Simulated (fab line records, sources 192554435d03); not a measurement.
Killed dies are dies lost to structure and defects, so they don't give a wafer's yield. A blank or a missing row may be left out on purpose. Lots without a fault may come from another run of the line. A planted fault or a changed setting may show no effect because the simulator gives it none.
Split-lot experiment | flow n5_finfet | 7 lots, 21 wafers read, on a route of 1938 steps

THE SPLIT
At N5_SD_EPI_P_EPI_21 (deposits SiGe:B, time 355 s), the setting time_s was moved away from the recipe's 355 s on 4 of the 21 wafers read, by -9.7% to +18.2%. The other wafers ran this setting at the recipe's value.

FROM THE SPLIT TO THE READING: what the file shows between them, 5 steps
- N5_SD_EPI_P_EPI_MEAS_23
- N5_SD_EPI_P_HM_STRIP_48: strips SiNx in H3PO4, material SiNx, target depth 3 nm
- N5_SD_EPI_P_SRD_49: time 30 s
- N5_SD_ACTIVATION_RTA_00: time 0 s
- N5_SD_ACTIVATION_LSA_01: time 0.0008 s

THE READING
RS_SD_P, in ohm/sq, at N5_SD_ACTIVATION_RS_MEAS_03 (measures by four-point-probe). Fault-free wafers of this fab line usually give 56.1 ohm/sq, standard deviation 0.97 ohm/sq.

wafer  | tool, chamber at the split | time_s as run, s | against the recipe | RS_SD_P, ohm/sq | against lot-mates on the recipe
L080.1 | epi_rpcvd-03, 0            | 355              | recipe             | 54.7            | -
L080.3 | epi_rpcvd-03, 0            | 355              | recipe             | 55.8            | -
L080.6 | epi_rpcvd-03, 0            | 355              | recipe             | 54.9            | -
L083.2 | epi_rpcvd-01, 0            | 355              | recipe             | 58.0            | -
L083.4 | epi_rpcvd-01, 0            | 355              | recipe             | 57.2            | -
L083.6 | epi_rpcvd-01, 0            | 355              | recipe             | 56.9            | -
L084.1 | epi_rpcvd-01, 0            | 355              | recipe             | 55.8            | -
L084.3 | epi_rpcvd-01, 0            | 355              | recipe             | 55.6            | -
L084.6 | epi_rpcvd-01, 0            | 320.7            | -9.7%              | 58.6            | +2.9
L086.1 | epi_rpcvd-03, 0            | 321.7            | -9.4%              | 59.7            | +4.0
L086.4 | epi_rpcvd-03, 0            | 355              | recipe             | 55.1            | -
L086.6 | epi_rpcvd-03, 0            | 355              | recipe             | 56.3            | -
L090.1 | epi_rpcvd-04, 0            | 355              | recipe             | 58.1            | -
L090.3 | epi_rpcvd-04, 0            | 380.6            | +7.2%              | 56.0            | -2.5
L090.5 | epi_rpcvd-04, 0            | 355              | recipe             | 58.8            | -
L093.2 | epi_rpcvd-04, 0            | 355              | recipe             | 56.1            | -
L093.3 | epi_rpcvd-04, 0            | 355              | recipe             | 55.9            | -
L093.5 | epi_rpcvd-04, 0            | 355              | recipe             | 56.7            | -
L097.2 | epi_rpcvd-03, 0            | 355              | recipe             | 55.4            | -
L097.3 | epi_rpcvd-03, 0            | 355              | recipe             | 55.6            | -
L097.5 | epi_rpcvd-03, 0            | 419.5            | +18.2%             | 49.1            | -6.4

THE FIT
A straight line over all 21 wafers: RS_SD_P changes by -0.332 ohm/sq for each +1% of time_s; r = -0.83; the points scatter about the line by 1.2 ohm/sq.
The same after taking each lot's own level away (the mean of its wafers on the recipe; 21 wafers): -0.354 ohm/sq for each +1%; r = -0.98; scatter 0.42 ohm/sq.
On that fit, the largest move of time_s shifts the reading by 6.4 ohm/sq.
The lots' own levels span 55.13 to 58.45 ohm/sq, that is 3.4 times the standard deviation above.
So the lot-to-lot level changes the slope little: the two slopes agree.
Check: with one of the wafers moved furthest among these (+18.2%) left out of the fit, the line predicts -6.46 ohm/sq for it against its lot-mates. It came out at -6.4 ohm/sq against them.

THE WHOLE CHAIN: every reading that the file lists as answering this split, in the file's order
step                        | what it does                 | reading                                                                           | change (the file's fit)               | r (the file's)
N5_SD_EPI_P_EPI_21          | deposits SiGe:B, time 355 s  | SiGe-B_of_SD_EPI_P_EPI_21.thk_nm (the simulator's own value, which no gauge read) | +0.401 nm for each +1% of the setting | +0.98
N5_SD_EPI_P_EPI_MEAS_23     |                              | thk_nm                                                                            | withheld for each +1% of the setting  | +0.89
N5_SD_ACTIVATION_RS_MEAS_03 | measures by four-point-probe | RS_SD_P                                                                           | -0.354 for each +1% of the setting    | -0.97

THE FILE'S OWN FIT
RS_SD_P changes by -0.354 ohm/sq for each +1% of time_s, r = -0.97.
